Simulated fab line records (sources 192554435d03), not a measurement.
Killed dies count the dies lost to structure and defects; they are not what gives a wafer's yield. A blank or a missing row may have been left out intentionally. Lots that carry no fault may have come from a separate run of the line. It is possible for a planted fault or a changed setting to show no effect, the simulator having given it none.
fab line records	flow n5Finfet
record: lots: 24	wafers: 72	lastDay: 17
route steps=1938 shown BEOL_M12@1646 BEOL_M13@1690
lots with no fault: from the same line, run without faults
startH: the number of hours between the record's first day and the start of the first shown wafer of the lot	waitH: time in hours since the lot's previous step	" as in the row above	L1.1+2: a single row standing in for several wafers	- value missing, or start not given	* or withheld: withheld	< > ~ a bound
route shown NAME@n: NAME is a module with steps in the file, n the number in the route of the first one	usual: average and standard deviation across the fault-free wafers	same: alike in all rows	chamber/n: place in a boat	sites: each site's reading	_std_site: their standard deviation	_edge_site: outer sites' mean less inner sites'	radiusMm: how far each site lies from the wafer's centre	mask NAME#n: copy n	behind: the tool/chamber that last shaped the wafer	hold: the reason the lot was held/the length of the hold in hours/how it ended	device: which transistor (n, p or np) failed to switch	end of line: the route-end tests of the same wafers	a step given without rows: its recipe and nothing more	killed: dies lost to structure and defects at the first sort, not the wafer's yield	map: the dies of a wafer, with x for killed, . for not killed, _ for no die there
set.NAME: the setting as run; set.NAME@STEP: as run at that earlier step	model.NAME: the simulator's own value behind a step, which no gauge read
one table for each step of the route and one row for each wafer, over a sample of lots
services: the hour from which a tool's chamber was out of use, counted from the record's first day as startH (under 0 if before that day), plus the number of hours and why
== steps ==
step: N5_BEOL_M12_DEGAS_41
recipe: ambient: vacuum	tempC: 250	timeS: 60
usual: heaterPowerW: 313/18	susceptorTempC: 250.00/0.17
lot.wafer	tool	chamber	startH	waitH	heaterPowerW	susceptorTempC
L074.1	pvdSputter-01	-	228.69	0.4	320	250.28
L074.5	"	-	"	"	322	250.00
L074.6	"	-	"	"	306	249.99
L075.1	pvdSputter-01	-	244.21	0.3	332	249.99
L075.2	"	-	"	"	319	249.59
L075.4	"	-	"	"	320	249.86
L077.1	pvdSputter-02	-	249.94	0.7	333	249.90
L077.2	"	-	"	"	282	249.82
L077.6	"	-	"	"	323	249.89
L078.1	pvdSputter-01	-	250.28	0.2	305	250.32
L078.4	"	-	"	"	323	249.97
L078.6	"	-	"	"	303	249.96
L076.4	pvdSputter-01	-	250.82	0.6	324	250.05
L076.5	"	-	"	"	322	249.95
L076.6	"	-	"	"	322	249.95
L079.4	pvdSputter-03	-	258.09	1.2	308	249.92
L079.5	"	-	"	"	308	249.61
L079.6	"	-	"	"	305	250.05
L080.1	pvdSputter-02	-	266.97	0.3	275	250.14
L080.3	"	-	"	"	299	249.99
L080.4	"	-	"	"	331	249.97
L082.2	pvdSputter-02	-	275.09	0.2	336	250.14
L082.3	"	-	"	"	300	249.95
L082.6	"	-	"	"	280	249.90
L081.2	pvdSputter-03	-	282.63	0.4	340	250.00
L081.4	"	-	"	"	317	249.99
L081.6	"	-	"	"	313	249.80
L083.1	pvdSputter-02	-	283.62	0.5	315	250.06
L083.2	"	-	"	"	273	250.01
L083.6	"	-	"	"	292	249.72
L084.1	pvdSputter-02	-	284.62	0.4	326	250.19
L084.2	"	-	"	"	336	249.72
L084.4	"	-	"	"	297	249.93
L085.1	pvdSputter-02	-	300.03	0.3	270	249.77
L085.2	"	-	"	"	328	249.98
L085.4	"	-	"	"	334	250.04
L088.1	pvdSputter-03	-	308.76	0.2	346	249.90
L088.2	"	-	"	"	300	250.06
L088.3	"	-	"	"	305	250.38
L087.3	pvdSputter-01	-	309.16	0.0	321	250.10
L087.5	"	-	"	"	323	250.05
L087.6	"	-	"	"	323	250.03
L086.1	pvdSputter-02	-	314.46	0.1	300	249.78
L086.3	"	-	"	"	278	249.83
L086.4	"	-	"	"	343	249.85
L090.1	pvdSputter-01	-	329.87	0.2	303	250.07
L090.2	"	-	"	"	330	250.28
L090.5	"	-	"	"	324	250.05
L089.1	pvdSputter-01	-	330.23	0.4	326	250.09
L089.4	"	-	"	"	304	249.99
L089.6	"	-	"	"	314	250.32
L091.3	pvdSputter-01	-	336.01	0.3	301	250.01
L091.4	"	-	"	"	303	250.27
L091.6	"	-	"	"	315	250.03
L093.1	pvdSputter-01	-	342.25	0.3	325	249.86
L093.4	"	-	"	"	323	249.75
L093.6	"	-	"	"	316	250.12
L092.1	pvdSputter-02	-	346.18	0.3	276	249.87
L092.3	"	-	"	"	320	249.98
L092.6	"	-	"	"	342	250.04
L094.1	pvdSputter-03	-	349.35	0.2	349	249.98
L094.2	"	-	"	"	313	250.41
L094.3	"	-	"	"	305	249.90
L095.2	pvdSputter-01	-	359.06	0.2	310	250.08
L095.3	"	-	"	"	314	250.20
L095.6	"	-	"	"	322	249.82
L097.3	pvdSputter-03	-	366.53	0.0	309	250.28
L097.4	"	-	"	"	307	249.97
L097.6	"	-	"	"	307	250.29
L096.1	pvdSputter-02	-	378.85	0.0	270	249.75
L096.3	"	-	"	"	330	249.90
L096.5	"	-	"	"	329	250.01
step: N5_BEOL_M12_PRE_CLEAN_42
recipe: gas: H2/He	timeS: 30	tempC: 250
usual: heaterPowerW: 313/17	susceptorTempC: 250.00/0.19
lot.wafer	tool	chamber	startH	waitH	heaterPowerW	susceptorTempC
L074.1	pvdSputter-01	-	228.73	0.0	319	250.02
L074.5	"	-	"	"	318	249.97
L074.6	"	-	"	"	304	250.23
L075.1	pvdSputter-01	-	244.25	0.0	316	249.89
L075.2	"	-	"	"	322	249.80
L075.4	"	-	"	"	310	249.93
L077.1	pvdSputter-02	-	249.98	0.0	321	250.00
L077.2	"	-	"	"	275	250.10
L077.6	"	-	"	"	325	249.94
L078.1	pvdSputter-01	-	250.32	0.0	305	250.44
L078.4	"	-	"	"	322	250.03
L078.6	"	-	"	"	302	250.15
L076.4	pvdSputter-01	-	250.86	0.0	324	250.05
L076.5	"	-	"	"	321	249.93
L076.6	"	-	"	"	325	250.02
L079.4	pvdSputter-03	-	258.13	0.0	306	250.01
L079.5	"	-	"	"	311	249.98
L079.6	"	-	"	"	312	249.84
L080.1	pvdSputter-02	-	267.01	0.0	276	249.93
L080.3	"	-	"	"	294	250.05
L080.4	"	-	"	"	328	250.28
L082.2	pvdSputter-02	-	275.13	0.0	330	249.60
L082.3	"	-	"	"	298	249.87
L082.6	"	-	"	"	279	249.72
L081.2	pvdSputter-03	-	282.67	0.0	347	249.68
L081.4	"	-	"	"	313	249.89
L081.6	"	-	"	"	310	249.92
L083.1	pvdSputter-02	-	283.66	0.0	326	249.96
L083.2	"	-	"	"	281	249.76
L083.6	"	-	"	"	291	250.09
L084.1	pvdSputter-02	-	284.66	0.0	332	249.99
L084.2	"	-	"	"	328	250.27
L084.4	"	-	"	"	299	250.24
L085.1	pvdSputter-02	-	300.07	0.0	273	250.06
L085.2	"	-	"	"	328	250.27
L085.4	"	-	"	"	332	249.93
L088.1	pvdSputter-03	-	308.80	0.0	342	250.21
L088.2	"	-	"	"	308	249.74
L088.3	"	-	"	"	320	250.07
L087.3	pvdSputter-01	-	309.20	0.0	318	249.97
L087.5	"	-	"	"	320	250.03
L087.6	"	-	"	"	319	249.91
L086.1	pvdSputter-02	-	314.50	0.0	299	250.04
L086.3	"	-	"	"	283	249.81
L086.4	"	-	"	"	329	249.69
L090.1	pvdSputter-01	-	329.91	0.0	310	250.37
L090.2	"	-	"	"	325	250.02
L090.5	"	-	"	"	322	250.13
L089.1	pvdSputter-01	-	330.27	0.0	321	249.81
L089.4	"	-	"	"	304	250.21
L089.6	"	-	"	"	322	249.82
L091.3	pvdSputter-01	-	336.05	0.0	299	249.83
L091.4	"	-	"	"	304	250.12
L091.6	"	-	"	"	323	250.18
L093.1	pvdSputter-01	-	342.29	0.0	321	249.99
L093.4	"	-	"	"	324	250.37
L093.6	"	-	"	"	311	250.20
L092.1	pvdSputter-02	-	346.22	0.0	281	250.02
L092.3	"	-	"	"	328	249.75
L092.6	"	-	"	"	324	250.18
L094.1	pvdSputter-03	-	349.39	0.0	342	249.92
L094.2	"	-	"	"	311	250.07
L094.3	"	-	"	"	313	249.86
L095.2	pvdSputter-01	-	359.10	0.0	323	249.75
L095.3	"	-	"	"	313	250.35
L095.6	"	-	"	"	325	249.77
L097.3	pvdSputter-03	-	366.57	0.0	304	250.04
L097.4	"	-	"	"	311	250.17
L097.6	"	-	"	"	313	249.98
L096.1	pvdSputter-02	-	378.89	0.0	274	249.91
L096.3	"	-	"	"	321	250.12
L096.5	"	-	"	"	329	249.78
step: N5_BEOL_M13_OVL_MEAS_29
recipe: pointsPerWafer: 44
usual: M13_OVL: -2/5.8
lot.wafer	tool	chamber	startH	waitH	M13_OVL[nm]
L074.1	overlay-02	0	231.90	0.0	-3
L074.5	"	0	"	"	0
L074.6	"	0	"	"	-2
L075.1	overlay-02	0	246.93	0.0	3
L075.2	"	0	"	"	1
L075.4	"	0	"	"	-1
L077.1	overlay-01	0	252.65	0.0	-7
L077.2	"	0	"	"	-4
L077.6	"	0	"	"	-5
L078.1	overlay-01	0	253.29	0.0	8
L078.4	"	0	"	"	5
L078.6	"	0	"	"	3
L076.4	overlay-01	0	253.66	0.0	-11
L076.5	"	0	"	"	-17
L076.6	"	0	"	"	-8
L079.4	overlay-02	0	262.32	0.0	-5
L079.5	"	0	"	"	-2
L079.6	"	0	"	"	3
L080.1	overlay-02	0	270.10	0.0	-1
L080.3	"	0	"	"	2
L080.4	"	0	"	"	2
L082.2	overlay-02	0	278.29	0.0	0
L082.3	"	0	"	"	0
L082.6	"	0	"	"	2
L081.2	overlay-02	0	285.62	0.0	-4
L081.4	"	0	"	"	2
L081.6	"	0	"	"	-11
L083.1	overlay-01	0	286.75	0.0	4
L083.2	"	0	"	"	0
L083.6	"	0	"	"	-6
L084.1	overlay-02	0	287.79	0.0	-11
L084.2	"	0	"	"	-7
L084.4	"	0	"	"	-4
L085.1	overlay-01	0	303.71	0.0	-14
L085.2	"	0	"	"	-11
L085.4	"	0	"	"	-13
L088.1	overlay-02	0	311.51	0.0	-3
L088.2	"	0	"	"	5
L088.3	"	0	"	"	-2
L087.3	overlay-02	0	312.06	0.0	-2
L087.5	"	0	"	"	-4
L087.6	"	0	"	"	-7
L086.1	overlay-02	0	317.32	0.0	3
L086.3	"	0	"	"	7
L086.4	"	0	"	"	0
L090.1	overlay-01	0	332.86	0.0	0
L090.2	"	0	"	"	6
L090.5	"	0	"	"	6
L089.1	overlay-01	0	336.74	0.0	3
L089.4	"	0	"	"	-2
L089.6	"	0	"	"	3
L091.3	overlay-01	0	339.24	0.0	-8
L091.4	"	0	"	"	-11
L091.6	"	0	"	"	-10
L093.1	overlay-01	0	345.42	0.0	6
L093.4	"	0	"	"	-2
L093.6	"	0	"	"	0
L092.1	overlay-01	0	349.10	0.0	1
L092.3	"	0	"	"	2
L092.6	"	0	"	"	-2
L094.1	overlay-02	0	352.76	0.0	-1
L094.2	"	0	"	"	0
L094.3	"	0	"	"	7
L095.2	overlay-02	0	362.60	0.0	-5
L095.3	"	0	"	"	3
L095.6	"	0	"	"	-2
L097.3	overlay-01	0	369.50	0.0	-13
L097.4	"	0	"	"	-5
L097.6	"	0	"	"	-7
L096.1	overlay-02	0	382.06	0.0	-9
L096.3	"	0	"	"	-13
L096.5	"	0	"	"	-15
step: N5_BEOL_M13_TRENCH_ETCH_34
recipe: chemistry: C4F8/O2/Ar	target: SiOC	targetDepthA: 4134.7	maskMaterial: SOC	pressureMtorr: 30	sourceW: 3000	biasW: 700	Ar_flow_sccm: 400	C4F8_flow_sccm: 15	O2_flow_sccm: 8	heInnerTorr: 15	heOuterTorr: 30	timeS: 162.6	ionEnergyEv: 250
usual: drypumpMotorCurrentA: 5.6/0.5	oesProductAu: 0.78/0.079	rfVppV: 665/3.1	showerheadPlenumPTorr: 3.43/0.1	throttleValvePct: 24.25/0.22
lot.wafer	tool	chamber	startH	waitH	drypumpMotorCurrentA	oesProductAu	rfHoursCounterH	rfVppV	showerheadPlenumPTorr	throttleValvePct
L074.1	rieDiel-03	0	232.50	0.0	5.3	0.69	209	668	3.51	24.14
L074.5	"	1	"	"	5.2	0.70	-	668	3.52	24.26
L074.6	"	2	"	"	4.8	0.93	-	663	3.37	23.74
L075.1	rieDiel-06	0	247.67	0.0	5.5	0.74	172	663	3.29	24.48
L075.2	"	3	"	"	6.8	0.85	60	668	3.48	24.08
L075.4	"	2	"	"	5.7	0.71	161	661	3.28	24.60
L077.1	rieDiel-03	1	253.11	0.0	5.2	0.69	226	667	3.52	24.25
L077.2	"	2	"	"	4.8	0.91	19	664	3.37	23.74
L077.6	"	3	"	"	5.1	0.82	-	665	3.44	24.11
L078.1	rieDiel-05	2	253.75	0.0	6.0	0.97	7	664	3.36	24.23
L078.4	"	3	"	"	5.4	0.73	193	669	3.54	24.18
L078.6	"	1	"	"	5.6	0.90	-	672	3.62	24.28
L076.4	rieDiel-03	0	254.12	0.0	5.4	0.69	217	668	3.51	24.17
L076.5	"	3	"	"	5.1	0.81	-	667	3.44	24.11
L076.6	"	2	"	"	4.8	0.90	-	664	3.37	23.76
L079.4	rieDiel-05	3	262.78	0.0	5.4	0.73	196	667	3.54	24.19
L079.5	"	2	"	"	6.0	0.95	-	664	3.36	24.25
L079.6	"	3	"	"	5.4	0.73	-	667	3.54	24.20
L080.1	rieDiel-06	0	270.56	0.0	5.5	0.73	180	662	3.28	24.50
L080.3	"	3	"	"	6.8	0.85	68	666	3.48	24.12
L080.4	"	2	"	"	5.7	0.72	169	662	3.28	24.62
L082.2	rieDiel-03	3	278.75	0.0	5.1	0.81	117	666	3.44	24.11
L082.3	"	2	"	"	4.8	0.88	28	663	3.36	23.76
L082.6	"	3	"	"	5.1	0.81	-	666	3.44	24.11
L081.2	rieDiel-06	0	286.08	0.0	5.5	0.72	185	661	3.28	24.50
L081.4	"	2	"	"	5.7	0.71	174	662	3.28	24.62
L081.6	"	3	"	"	6.8	0.84	-	666	3.47	24.09
L083.1	rieDiel-05	3	287.24	0.0	5.4	0.72	204	667	3.53	24.19
L083.2	"	1	"	"	5.6	0.89	27	672	3.62	24.30
L083.6	"	1	"	"	5.6	0.89	-	671	3.62	24.30
L084.1	rieDiel-05	0	288.26	0.0	5.3	0.74	193	665	3.41	24.05
L084.2	"	3	"	"	5.4	0.72	205	670	3.53	24.20
L084.4	"	1	"	"	5.6	0.90	-	672	3.62	24.29
L085.1	rieDiel-06	1	304.17	0.0	5.4	0.82	100	667	3.45	24.34
L085.2	"	3	"	"	6.8	0.82	80	666	3.47	24.11
L085.4	"	0	"	"	5.5	0.72	190	660	3.28	24.51
L088.1	rieDiel-06	1	312.17	0.0	5.4	0.82	102	668	3.45	24.33
L088.2	"	2	"	"	5.7	0.71	183	661	3.27	24.64
L088.3	"	0	"	"	5.5	0.73	193	660	3.28	24.51
L087.3	rieDiel-06	1	312.71	0.0	5.3	0.83	103	666	3.45	24.35
L087.5	"	2	"	"	5.7	0.71	-	663	3.27	24.65
L087.6	"	1	"	"	5.3	0.83	-	667	3.45	24.34
L086.1	rieDiel-05	0	317.78	0.0	5.3	0.73	203	664	3.41	24.08
L086.3	"	3	"	"	5.4	0.71	214	668	3.53	24.20
L086.4	"	2	"	"	6.0	0.91	24	663	3.35	24.26
L090.1	rieDiel-05	0	333.36	0.0	5.3	0.73	207	664	3.40	24.05
L090.2	"	1	"	"	5.6	0.86	42	671	3.61	24.33
L090.5	"	3	"	"	5.4	0.71	-	666	3.53	24.22
L089.1	rieDiel-03	0	337.20	0.0	5.3	0.67	242	668	3.49	24.20
L089.4	"	2	"	"	4.8	0.86	45	662	3.35	23.77
L089.6	"	2	"	"	4.8	0.86	-	663	3.35	23.77
L091.3	rieDiel-06	1	339.72	0.0	5.4	0.82	110	667	3.44	24.37
L091.4	"	2	"	"	5.7	0.71	191	660	3.27	24.64
L091.6	"	1	"	"	5.4	0.81	-	668	3.44	24.36
L093.1	rieDiel-06	1	345.89	0.0	5.4	0.81	112	665	3.44	24.36
L093.4	"	3	"	"	6.8	0.82	92	667	3.46	24.13
L093.6	"	2	"	"	5.7	0.70	-	660	3.27	24.64
L092.1	rieDiel-05	1	349.61	0.0	5.6	0.85	47	669	3.61	24.34
L092.3	"	2	"	"	6.0	0.89	35	664	3.35	24.27
L092.6	"	3	"	"	5.4	0.71	-	667	3.52	24.23
L094.1	rieDiel-03	0	353.22	0.0	5.3	0.67	245	667	3.49	24.20
L094.2	"	3	"	"	5.1	0.79	141	665	3.43	24.13
L094.3	"	2	"	"	4.8	0.85	52	662	3.35	23.79
L095.2	rieDiel-05	0	363.07	0.0	5.3	0.72	216	664	3.40	24.06
L095.3	"	1	"	"	5.6	0.84	51	670	3.60	24.34
L095.6	"	0	"	"	5.3	0.72	-	664	3.40	24.07
L097.3	rieDiel-06	1	370.45	0.0	5.3	0.80	119	666	3.44	24.37
L097.4	"	2	"	"	5.7	0.69	200	662	3.26	24.65
L097.6	"	3	"	"	6.8	0.79	-	667	3.46	24.14
L096.1	rieDiel-06	2	382.52	0.0	5.7	0.68	203	661	3.26	24.66
L096.3	"	3	"	"	6.8	0.80	102	664	3.46	24.13
L096.5	"	0	"	"	5.5	0.71	-	659	3.27	24.52
step: N5_BEOL_M13_PRE_CLEAN_42
recipe: gas: H2/He	timeS: 30	tempC: 250
usual: heaterPowerW: 315/19	susceptorTempC: 249.98/0.18
lot.wafer	tool	chamber	startH	waitH	heaterPowerW	susceptorTempC
L074.1	pvdSputter-01	-	234.49	0.0	329	249.91
L074.5	"	-	"	"	325	249.91
L074.6	"	-	"	"	322	249.93
L075.1	pvdSputter-03	-	248.30	0.0	313	249.78
L075.2	"	-	"	"	310	249.88
L075.4	"	-	"	"	350	250.05
L077.1	pvdSputter-03	-	255.23	0.0	303	250.00
L077.2	"	-	"	"	342	250.13
L077.6	"	-	"	"	308	249.90
L078.1	pvdSputter-02	-	255.74	0.0	333	249.78
L078.4	"	-	"	"	329	249.95
L078.6	"	-	"	"	335	250.08
L076.4	pvdSputter-01	-	255.80	0.0	324	249.77
L076.5	"	-	"	"	316	249.69
L076.6	"	-	"	"	316	249.71
L079.4	pvdSputter-02	-	263.43	0.0	323	250.33
L079.5	"	-	"	"	330	249.87
L079.6	"	-	"	"	346	250.23
L080.1	pvdSputter-03	-	272.41	0.0	314	249.91
L080.3	"	-	"	"	311	250.02
L080.4	"	-	"	"	305	250.21
L082.2	pvdSputter-02	-	287.80	0.0	330	250.22
L082.3	"	-	"	"	277	250.14
L082.6	"	-	"	"	295	250.07
L081.2	pvdSputter-01	-	287.95	0.0	307	250.18
L081.4	"	-	"	"	329	249.94
L081.6	"	-	"	"	321	250.06
L083.1	pvdSputter-02	-	288.28	0.0	304	250.10
L083.2	"	-	"	"	327	249.91
L083.6	"	-	"	"	333	249.66
L084.1	pvdSputter-03	-	291.34	0.0	311	249.99
L084.2	"	-	"	"	317	250.05
L084.4	"	-	"	"	313	249.83
L085.1	pvdSputter-03	-	305.86	0.0	312	250.27
L085.2	"	-	"	"	311	249.45
L085.4	"	-	"	"	321	250.05
L088.1	pvdSputter-02	-	314.98	0.0	333	249.86
L088.2	"	-	"	"	301	250.26
L088.3	"	-	"	"	331	250.25
L087.3	pvdSputter-02	-	316.74	0.0	277	249.88
L087.5	"	-	"	"	302	249.80
L087.6	"	-	"	"	287	250.23
L086.1	pvdSputter-03	-	320.90	0.0	295	249.94
L086.3	"	-	"	"	307	249.89
L086.4	"	-	"	"	302	250.22
L090.1	pvdSputter-02	-	336.22	0.0	334	249.92
L090.2	"	-	"	"	325	249.93
L090.5	"	-	"	"	328	249.91
L089.1	pvdSputter-02	-	338.72	0.0	326	250.00
L089.4	"	-	"	"	281	249.97
L089.6	"	-	"	"	306	249.99
L091.3	pvdSputter-02	-	340.72	0.0	323	249.78
L091.4	"	-	"	"	302	250.01
L091.6	"	-	"	"	327	250.00
L093.1	pvdSputter-01	-	349.99	0.0	333	249.84
L093.4	"	-	"	"	323	250.10
L093.6	"	-	"	"	323	249.74
L092.1	pvdSputter-01	-	350.79	0.0	325	249.93
L092.3	"	-	"	"	322	249.70
L092.6	"	-	"	"	316	249.87
L094.1	pvdSputter-03	-	358.97	0.0	304	249.90
L094.2	"	-	"	"	303	249.90
L094.3	"	-	"	"	336	250.01
L095.2	pvdSputter-03	-	365.96	0.0	315	250.02
L095.3	"	-	"	"	348	250.02
L095.6	"	-	"	"	341	250.19
L097.3	pvdSputter-02	-	379.37	0.0	301	250.09
L097.4	"	-	"	"	273	249.81
L097.6	"	-	"	"	327	250.07
L096.1	pvdSputter-02	-	386.75	0.0	290	250.10
L096.3	"	-	"	"	333	250.22
L096.5	"	-	"	"	319	249.80
step: N5_BEOL_M13_SPUTTER_45
recipe: material: Cu	targetThkA: 800	tempC: -20	biasV: 60	powerW: 26000	chamberPressurePa: 0.13	timeS: 13.33
usual: susceptorTempC: -20.01/0.11	throttleValvePct: 29.5/0.69
lot.wafer	tool	chamber	startH	waitH	susceptorTempC	throttleValvePct
L074.1	pvdSputter-01	-	234.69	0.0	-19.97	31.7
L074.5	"	-	"	"	-20.15	28.8
L074.6	"	-	"	"	-20.20	29.2
L075.1	pvdSputter-03	-	248.50	0.0	-20.10	29.4
L075.2	"	-	"	"	-19.93	29.3
L075.4	"	-	"	"	-19.98	29.1
L077.1	pvdSputter-03	-	255.43	0.0	-20.05	30.3
L077.2	"	-	"	"	-20.14	29.2
L077.6	"	-	"	"	-19.94	29.1
L078.1	pvdSputter-02	-	255.94	0.0	-20.14	29.5
L078.4	"	-	"	"	-20.08	29.5
L078.6	"	-	"	"	-20.06	29.9
L076.4	pvdSputter-01	-	256.00	0.0	-20.05	28.8
L076.5	"	-	"	"	-20.14	29.6
L076.6	"	-	"	"	-20.02	28.9
L079.4	pvdSputter-02	-	263.63	0.0	-20.09	29.7
L079.5	"	-	"	"	-20.08	29.9
L079.6	"	-	"	"	-19.83	29.2
L080.1	pvdSputter-03	-	272.61	0.0	-20.04	29.5
L080.3	"	-	"	"	-20.05	30.4
L080.4	"	-	"	"	-20.06	29.6
L082.2	pvdSputter-02	-	288.00	0.0	-19.92	29.6
L082.3	"	-	"	"	-19.95	29.7
L082.6	"	-	"	"	-20.06	29.2
L081.2	pvdSputter-01	-	288.15	0.0	-19.97	28.0
L081.4	"	-	"	"	-19.84	29.7
L081.6	"	-	"	"	-19.77	28.8
L083.1	pvdSputter-02	-	288.48	0.0	-20.09	29.1
L083.2	"	-	"	"	-19.89	30.0
L083.6	"	-	"	"	-19.91	30.0
L084.1	pvdSputter-03	-	291.54	0.0	-20.09	29.2
L084.2	"	-	"	"	-20.11	29.6
L084.4	"	-	"	"	-19.91	30.4
L085.1	pvdSputter-03	-	306.06	0.0	-19.82	29.5
L085.2	"	-	"	"	-19.92	30.3
L085.4	"	-	"	"	-20.05	29.5
L088.1	pvdSputter-02	-	315.18	0.0	-20.15	29.6
L088.2	"	-	"	"	-20.11	29.0
L088.3	"	-	"	"	-19.99	30.0
L087.3	pvdSputter-02	-	316.94	0.0	-19.97	29.9
L087.5	"	-	"	"	-20.03	29.2
L087.6	"	-	"	"	-20.07	29.5
L086.1	pvdSputter-03	-	321.10	0.0	-19.95	28.9
L086.3	"	-	"	"	-19.98	29.6
L086.4	"	-	"	"	-20.05	30.2
L090.1	pvdSputter-02	-	336.42	0.0	-20.08	29.5
L090.2	"	-	"	"	-19.94	29.6
L090.5	"	-	"	"	-19.90	29.8
L089.1	pvdSputter-02	-	338.92	0.0	-20.19	29.5
L089.4	"	-	"	"	-20.00	30.0
L089.6	"	-	"	"	-20.07	29.0
L091.3	pvdSputter-02	-	340.92	0.0	-20.01	30.0
L091.4	"	-	"	"	-19.90	29.0
L091.6	"	-	"	"	-20.00	29.2
L093.1	pvdSputter-01	-	350.19	0.0	-19.97	29.0
L093.4	"	-	"	"	-19.92	29.5
L093.6	"	-	"	"	-20.16	31.8
L092.1	pvdSputter-01	-	350.99	0.0	-19.95	29.8
L092.3	"	-	"	"	-20.09	28.8
L092.6	"	-	"	"	-20.02	28.8
L094.1	pvdSputter-03	-	359.17	0.0	-20.02	30.4
L094.2	"	-	"	"	-20.07	29.6
L094.3	"	-	"	"	-19.91	29.3
L095.2	pvdSputter-03	-	366.16	0.0	-19.77	29.3
L095.3	"	-	"	"	-20.10	29.4
L095.6	"	-	"	"	-20.21	29.3
L097.3	pvdSputter-02	-	379.57	0.0	-20.04	29.1
L097.4	"	-	"	"	-20.14	29.9
L097.6	"	-	"	"	-20.10	29.8
L096.1	pvdSputter-02	-	386.95	0.0	-19.85	28.8
L096.3	"	-	"	"	-20.00	29.5
L096.5	"	-	"	"	-20.14	30.0
== services ==
tool	chamber	startH	hours	kind
rieDiel-03	2	208.36	12.5	repair
rieDiel-03	3	217.87	22.0	repair
rieDiel-05	2	219.60	-	clean
rieDiel-05	2	219.60	-	consumableReplace:focusRing
rieDiel-05	2	219.60	16.4	scheduledDown
rieDiel-05	2	219.60	16.4	ventCycle
rieDiel-05	3	240.96	8.6	repair
rieDiel-05	2	283.44	5.7	repair
rieDiel-03	1	291.24	4.8	repair
rieDiel-03	-	296.14	0.2	repair
rieDiel-06	-	307.82	0.2	repair
rieDiel-03	1	340.61	-	clean
rieDiel-03	1	340.61	-	consumableReplace:focusRing
rieDiel-03	0	341.19	7.5	repair
pvdSputter-01	-	363.13	9.5	repair
pvdSputter-02	-	369.14	3.4	repair
rieDiel-03	0	369.79	-	clean
rieDiel-03	0	369.79	-	consumableReplace:esc
rieDiel-03	0	369.79	-	consumableReplace:focusRing
rieDiel-03	0	369.79	35.6	scheduledDown
rieDiel-03	0	369.79	35.6	ventCycle
rieDiel-06	1	372.25	20.2	repair
rieDiel-05	2	385.76	2.4	repair
== key ==
fault none
